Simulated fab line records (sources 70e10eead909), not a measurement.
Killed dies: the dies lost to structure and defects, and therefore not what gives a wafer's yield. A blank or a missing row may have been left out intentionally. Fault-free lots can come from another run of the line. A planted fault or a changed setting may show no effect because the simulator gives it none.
Tool commonality check || flow nand_harc || 5 lots and 15 wafers in the sample

WHY IT WAS OPENED
On 3 of the 5 lots, a flag is raised at NHARC_END_SORT_01 on the reading killed_at_periphery. Wafers without a fault read 3.6, standard deviation 2.1.
Rule: flag the lot when none of its wafers has a number, or when each of its wafers that has one lies beyond 4 standard deviations from that mean. The other lots count as sound.

{"lot": "L627", "measured": "day 30 14:54", "on": "prober-01", "killed_at_periphery, wafer by wafer": "264 284 256", "flag": "FLAGGED"}
{"lot": "L626", "measured": "day 30 14:57", "on": "prober-02", "killed_at_periphery, wafer by wafer": "246 267 255", "flag": "FLAGGED"}
{"lot": "L628", "measured": "day 31 03:02", "on": "prober-01", "killed_at_periphery, wafer by wafer": "271 260 270", "flag": "FLAGGED"}
{"lot": "L630", "measured": "day 32 20:53", "on": "prober-01", "killed_at_periphery, wafer by wafer": "3 3 3", "flag": ""}
{"lot": "L631", "measured": "day 33 05:29", "on": "prober-01", "killed_at_periphery, wafer by wafer": "4 8 2", "flag": ""}
The numbers of the flagged lots are 263.7 on average: +260.1 against the usual, or +99 or more standard deviations.

WHICH TOOL EACH LOT WENT THROUGH
Before the reading, the record contains 3 process steps out of a 1302-step route. Cell contents, in order: the tool; ch with the chambers the sampled wafers went through; the start.
{"lot": "L627", "flag": "FLAGGED", "NHARC_P_GATE_DESCUM_93": "rie_diel-08 ch 0,1, day 11 21:44", "NHARC_P_CONTACT_DEP_30": "pecvd-03 ch 0,2, day 12 00:41", "NHARC_P_CONTACT_DEP_00": "pecvd-03 ch 0,2, day 12 00:55"}
{"lot": "L626", "flag": "FLAGGED", "NHARC_P_GATE_DESCUM_93": "rie_diel-08 ch 1,2,3, day 11 22:31", "NHARC_P_CONTACT_DEP_30": "pecvd-03 ch 0,1, day 12 01:31", "NHARC_P_CONTACT_DEP_00": "pecvd-03 ch 0,1, day 12 01:44"}
{"lot": "L628", "flag": "FLAGGED", "NHARC_P_GATE_DESCUM_93": "rie_diel-07 ch 2,3, day 12 19:28", "NHARC_P_CONTACT_DEP_30": "pecvd-03 ch 0,2, day 12 22:26", "NHARC_P_CONTACT_DEP_00": "pecvd-03 ch 0,2, day 12 22:46"}
{"lot": "L630", "flag": "", "NHARC_P_GATE_DESCUM_93": "rie_diel-05 ch 0,1,2, day 13 08:29", "NHARC_P_CONTACT_DEP_30": "pecvd-02 ch 0,2, day 13 11:32", "NHARC_P_CONTACT_DEP_00": "pecvd-02 ch 0,2, day 32 20:53 or earlier"}
{"lot": "L631", "flag": "", "NHARC_P_GATE_DESCUM_93": "rie_diel-05 ch 0,2, day 14 02:13", "NHARC_P_CONTACT_DEP_30": "pecvd-03 ch 0,1,2, day 14 05:11", "NHARC_P_CONTACT_DEP_00": "pecvd-03 ch 0,1,2, day 33 05:29 or earlier"}
What these steps do:
- NHARC_P_GATE_DESCUM_93: chemistry O2, time 3 s.
- NHARC_P_CONTACT_DEP_30: deposits SiNx, target thk 30 nm.
- NHARC_P_CONTACT_DEP_00: deposits SiO2, target thk 500 nm.
- NHARC_END_SORT_01

FLAGGED AGAINST TOTAL, ONE TOOL AT A TIME (gauges that did the reading follow at the end)
{"step": "NHARC_P_GATE_DESCUM_93", "tool": "rie_diel-05", "lots run": 2, "flagged": 0, "share of the flagged lots": "none", "sound lots run after its first flagged lot": "-"}
{"step": "NHARC_P_GATE_DESCUM_93", "tool": "rie_diel-07", "lots run": 1, "flagged": 1, "share of the flagged lots": "some", "sound lots run after its first flagged lot": 0}
{"step": "NHARC_P_GATE_DESCUM_93", "tool": "rie_diel-08", "lots run": 2, "flagged": 2, "share of the flagged lots": "some", "sound lots run after its first flagged lot": 0}
{"step": "NHARC_P_CONTACT_DEP_30", "tool": "pecvd-02", "lots run": 1, "flagged": 0, "share of the flagged lots": "none", "sound lots run after its first flagged lot": "-"}
{"step": "NHARC_P_CONTACT_DEP_30", "tool": "pecvd-03", "lots run": 4, "flagged": 3, "share of the flagged lots": "all", "sound lots run after its first flagged lot": "1 (L631)"}
{"step": "NHARC_P_CONTACT_DEP_00", "tool": "pecvd-02", "lots run": 1, "flagged": 0, "share of the flagged lots": "none", "sound lots run after its first flagged lot": "-"}
{"step": "NHARC_P_CONTACT_DEP_00", "tool": "pecvd-03", "lots run": 4, "flagged": 3, "share of the flagged lots": "all", "sound lots run after its first flagged lot": "1 (L631)"}
{"step": "NHARC_END_SORT_01", "tool": "prober-01", "lots run": 4, "flagged": 2, "share of the flagged lots": "some", "sound lots run after its first flagged lot": "2 (L630,L631)"}
{"step": "NHARC_END_SORT_01", "tool": "prober-02", "lots run": 1, "flagged": 1, "share of the flagged lots": "some", "sound lots run after its first flagged lot": 0}
NHARC_P_CONTACT_DEP_00 gives no start for some lots, so the hours and the order of its lots are those of NHARC_END_SORT_01.

THE TABLE: WHAT IT ALLOWS
Rows of the table that ran all the flagged lots, 2 in number: pecvd-03 at NHARC_P_CONTACT_DEP_30; pecvd-03 at NHARC_P_CONTACT_DEP_00.
- pecvd-03 at NHARC_P_CONTACT_DEP_30 ran 4 lots, 3 of them flagged. Sound lots ran on it after the first flagged one (L631), which a lasting fault on the whole tool wouldn't allow. On the flagged lots its readings are blank where sound lots have values: heater_power_outer_w, heater_power_w.
- pecvd-03 at NHARC_P_CONTACT_DEP_00 ran 4 lots, 3 of them flagged. Sound lots ran on it after the first flagged one (L631), which a lasting fault on the whole tool wouldn't allow.
Not one row of the table ran every flagged lot while running no sound lot after the first.

WHAT WAS PUT IN BY THE SIMULATOR
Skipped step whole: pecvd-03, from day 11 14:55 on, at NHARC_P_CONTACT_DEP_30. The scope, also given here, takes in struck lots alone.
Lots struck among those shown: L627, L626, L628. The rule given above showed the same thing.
